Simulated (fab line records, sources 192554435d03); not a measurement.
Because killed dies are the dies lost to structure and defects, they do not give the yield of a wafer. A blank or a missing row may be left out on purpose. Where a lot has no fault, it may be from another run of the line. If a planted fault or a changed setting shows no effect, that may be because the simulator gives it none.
Split-lot trial ; flow n5 finfet ; 39 wafers read from 7 lots, route of 1938 steps

ABOUT THE SPLIT
At N5_FIN_CUT_CUT_ETCH_26 (etches SiNx in CH3F/O2, target depth 39 nm, time 55.7 s), the setting time s was moved away from the recipe's 55.7 s on 15 of the 39 wafers read, by -19.0% to +11.4%. For the rest of the wafers, this setting stayed at what the recipe calls for.

FROM THE SPLIT TO THE READING: what the file shows between them, 2 steps
- N5_FIN_CUT_CUT_ETCH_27: etches SiO2 in CHF3/O2, target depth 4 nm, overetch 2 nm, time 4.9 s
- N5_FIN_CUT_PRECLEAN_35: cleans in vHF, time 13.3 s

THE READING
SOC_of_FIN_CUT_COAT_18.thk nm (the simulator's own value, which no gauge read), in nm, at N5_FIN_CUT_CUT_ETCH_15 (etches Si in HBr/Cl2/O2, target depth 100 nm, bt time 10 s, time 42.4 s). The file gives no usual value for it. Here, 24 wafers ran the recipe; their average is 170.4 nm with a standard deviation of 1.1 nm.

wafer;tool, chamber at the split;time s as run, s;against the recipe;SOC_of_FIN_CUT_COAT_18.thk nm, nm;against lot-mates on the recipe
L074.1;rie diel-04, 1;55.7;recipe;170.8;-
L074.2;rie diel-04, 0;62.06;+11.4%;166.8;-2.7
L074.4;rie diel-04, 0;62.06;+11.4%;166.8;-2.7
L074.3;rie diel-04, 2;62.06;+11.4%;167.2;-2.3
L074.5;rie diel-04, 1;55.7;recipe;170.4;-
L074.6;rie diel-04, 2;55.7;recipe;167.4;-
L078.2;rie diel-03, 0;55.7;recipe;168;-
L078.4;rie diel-03, 3;55.7;recipe;170.6;-
L078.6;rie diel-03, 2;55.7;recipe;170.6;-
L084.1;rie diel-03, 3;55.7;recipe;170.4;-
L084.2;rie diel-03, 2;55.7;recipe;170.8;-
L084.3;rie diel-03, 1;46.21;-17.0%;174.2;+3.9
L084.4;rie diel-03, 0;46.21;-17.0%;173.6;+3.3
L084.5;rie diel-03, 1;55.7;recipe;169.6;-
L084.6;rie diel-03, 0;46.21;-17.0%;174;+3.7
L086.1;rie diel-02, 2;55.7;recipe;170.2;-
L086.5;rie diel-02, 1;55.7;recipe;170.2;-
L086.2;rie diel-02, 3;45.14;-19.0%;172.2;+2.3
L086.3;rie diel-02, 0;45.14;-19.0%;173.4;+3.5
L086.4;rie diel-02, 1;45.14;-19.0%;175;+5.1
L086.6;rie diel-02, 2;55.7;recipe;169.4;-
L089.1;rie diel-04, 0;55.7;recipe;170.8;-
L089.2;rie diel-04, 2;55.7;recipe;170.4;-
L089.3;rie diel-04, 1;55.7;recipe;172.2;-
L089.4;rie diel-04, 0;55.7;recipe;170.2;-
L089.5;rie diel-04, 1;55.7;recipe;171.2;-
L089.6;rie diel-04, 2;55.7;recipe;172;-
L091.1;rie diel-02, 3;55.7;recipe;168.8;-
L091.2;rie diel-02, 0;45.83;-17.7%;174;+4.1
L091.3;rie diel-02, 1;45.83;-17.7%;173.2;+3.3
L091.4;rie diel-02, 2;45.83;-17.7%;172;+2.1
L091.5;rie diel-02, 2;55.7;recipe;169.8;-
L091.6;rie diel-02, 1;55.7;recipe;171;-
L092.1;rie diel-04, 1;55.7;recipe;171.2;-
L092.5;rie diel-04, 0;55.7;recipe;171.2;-
L092.2;rie diel-04, 3;61.14;+9.8%;169.2;-2.3
L092.3;rie diel-04, 2;61.14;+9.8%;167.8;-3.7
L092.4;rie diel-04, 0;55.7;recipe;172.2;-
L092.6;rie diel-04, 3;61.14;+9.8%;168.6;-2.9

FIT RESULTS
A straight line over all 39 wafers: SOC_of_FIN_CUT_COAT_18.thk nm changes by -0.194 nm for each +1% of time s; r = -0.86; the points scatter about the line by 1.1 nm.
The same after taking each lot's own level away (the mean of its wafers on the recipe; 39 wafers): -0.211 nm for each +1%; r = -0.91; scatter 0.89 nm.
Per that fit: largest time s move, reading shift of 4 nm.
The span of the lots' own levels, 169.53 to 171.53 nm, comes to 1.8 times the standard deviation stated above.
So the lot-to-lot level changes the slope little: the two slopes agree.
Check: with one of the wafers moved furthest among these (-19.0%) left out of the fit, the line predicts +4.04 nm for it against its lot-mates. It came out at +2.27 nm against them.

THE WHOLE CHAIN: every reading that the file lists as answering this split, in the file's order
step;what it does;reading;change (the file's fit);r (the file's)
N5_FIN_CUT_CUT_ETCH_26;etches SiNx in CH3F/O2, target depth 39 nm, time 55.7 s;etch.depth nm (the simulator's own value, which no gauge read);+0.403 nm for each +1% of the setting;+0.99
N5_FIN_CUT_CUT_ETCH_26;etches SiNx in CH3F/O2, target depth 39 nm, time 55.7 s;SOC_of_FIN_CUT_COAT_18.thk nm (the simulator's own value, which no gauge read);-0.195 nm for each +1% of the setting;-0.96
N5_FIN_CUT_CUT_ETCH_15;etches Si in HBr/Cl2/O2, target depth 100 nm, bt time 10 s, time 42.4 s;SOC_of_FIN_CUT_COAT_18.thk nm (the simulator's own value, which no gauge read);-0.207 nm for each +1% of the setting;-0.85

FILE'S OWN FIT
SOC_of_FIN_CUT_COAT_18.thk nm changes by -0.207 nm for each +1% of time s, r = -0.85.
